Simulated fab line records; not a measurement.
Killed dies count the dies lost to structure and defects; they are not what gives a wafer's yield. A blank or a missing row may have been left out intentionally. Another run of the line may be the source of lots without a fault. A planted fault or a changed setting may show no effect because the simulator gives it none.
Split-lot trial -- flow n5-finfet -- on a route of 1938 steps: 7 lots, 21 wafers read

THE SPLIT
At N5_BEOL_M4_COAT_67 (time 60 s, resist thk 60 nm), the setting spin-rpm was moved away from the recipe's 1500 rpm on 5 of the 21 wafers read, by -8.9% to +5.6%. All remaining wafers had this setting at the recipe value.

FROM THE SPLIT TO THE READING: what the file shows between them, 8 steps
- N5_BEOL_M4_DESCUM_33: chemistry O2, time 7 s (also split here: time-s)
- N5_BEOL_M4_ETCH_77: etches underlayer in N2/H2, target depth 6.5 nm, time 5.2 s
- N5_BEOL_M4_ETCH_69: etches SiARC in CF4, target depth 15.6 nm, time 26 s
- N5_BEOL_M4_ALD_98: deposits SiO2, target thk 2.5 nm, pulse time 1 s, co reactant pulse time 1 s
- N5_BEOL_M4_ETCHBACK_99: etches SiO2 in CHF3, target depth 5 nm, time 10.4 s
- N5_BEOL_M4_ETCH_70: etches SOC in N2/H2, target depth 80 nm, overetch 24 nm, time 130 s
- N5_BEOL_M4_STRIP_71: strips in N2/H2
- N5_BEOL_M4_STRIP_78: strips in N2/H2

THE READING
SOC_of_BEOL_M4_COAT_67.thk-nm (the simulator's own value, which no gauge read), in nm, at N5_BEOL_M4_VIA_ETCH_34 (etches the open film in C4F6/O2, target depth 69.4 nm, time 65.9 s). The file does not state a usual value for it. Across the 16 wafers here that went through the recipe, the average is 52.0 nm and the standard deviation 0.22 nm.

wafer,"tool, chamber at the split","spin-rpm as run, rpm",against the recipe,"SOC_of_BEOL_M4_COAT_67.thk-nm, nm",against lot-mates on the recipe
L075.2,"litho-track-02, 0",1447,-3.5%,53,+1.0
L075.4,"litho-track-02, 0",1500,recipe,52,-
L075.6,"litho-track-02, 0",1447,-3.5%,52.6,+0.6
L085.2,"litho-track-02, 0",1500,recipe,52,-
L085.3,"litho-track-02, 0",1500,recipe,51.6,-
L085.5,"litho-track-02, 0",1584,+5.6%,50.2,-1.6
L087.1,"litho-track-04, 0",1367,-8.9%,54.4,+2.6
L087.2,"litho-track-04, 0",1500,recipe,52,-
L087.3,"litho-track-04, 0",1500,recipe,51.6,-
L092.2,"litho-track-03, 0",1500,recipe,52,-
L092.5,"litho-track-03, 0",1500,recipe,52,-
L092.6,"litho-track-03, 0",1500,recipe,52,-
L093.1,"litho-track-03, 0",1500,recipe,51.8,-
L093.6,"litho-track-03, 0",1500,recipe,51.8,-
L093.4,"litho-track-03, 0",1500,recipe,52,-
L097.1,"litho-track-03, 0",1500,recipe,52.4,-
L097.2,"litho-track-03, 0",1412,-5.9%,53.6,+1.3
L097.4,"litho-track-03, 0",1500,recipe,52.2,-
L094.2,"litho-track-02, 0",1500,recipe,52,-
L094.4,"litho-track-02, 0",1500,recipe,52,-
L094.6,"litho-track-02, 0",1500,recipe,52.4,-

FIT RESULTS
A straight line over all 21 wafers: SOC_of_BEOL_M4_COAT_67.thk-nm changes by -0.278 nm for each +1% of spin-rpm; r = -0.96; the points scatter about the line by 0.22 nm.
The same after taking each lot's own level away (the mean of its wafers on the recipe; 21 wafers): -0.27 nm for each +1%; r = -0.98; scatter 0.17 nm.
The reading moves by 2.4 nm for the largest change in spin-rpm, on that fit.
Across the lots, their own levels run from 51.80 to 52.30 nm, a range of 2.3 times the standard deviation given above.
The two slopes are in agreement: the lot-to-lot level therefore moves the slope only a little.
Check: with one of the wafers moved furthest among these (-8.9%) left out of the fit, the line predicts +2.17 nm for it against its lot-mates. It came out at +2.6 nm against them.

THESE WAFERS: OTHER SPLITS
Other splits were also applied to these wafers ahead of the reading. Each is held against what the fit with the lots' levels taken away leaves over:
other split on the same wafers,wafers away from the commonest value,r with SOC_of_BEOL_M4_COAT_67.thk-nm (lot level and that fit taken away)
N5_BEOL_M3_COAT_73 spin-rpm,9,-0.21
N5_BEOL_M4_DESCUM_33 time-s,6,+0.22

THE WHOLE CHAIN: every reading that the file lists as answering this split, in the file's order
step,what it does,reading,change (the file's fit),r (the file's)
N5_BEOL_M4_COAT_67,"time 60 s, resist thk 60 nm","SOC_of_BEOL_M4_COAT_67.thk-nm (the simulator's own value, which no gauge read)",-0.31 nm for each +1% of the setting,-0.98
N5_BEOL_M4_ETCH_70,"etches SOC in N2/H2, target depth 80 nm, overetch 24 nm, time 130 s","etch.depth-nm (the simulator's own value, which no gauge read)",-0.303 nm for each +1% of the setting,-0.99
N5_BEOL_M4_VIA_ETCH_34,"etches the open film in C4F6/O2, target depth 69.4 nm, time 65.9 s","SOC_of_BEOL_M4_COAT_67.thk-nm (the simulator's own value, which no gauge read)",-0.271 nm for each +1% of the setting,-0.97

FILE'S OWN FIT
SOC_of_BEOL_M4_COAT_67.thk-nm changes by -0.271 nm for each +1% of spin-rpm, r = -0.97.
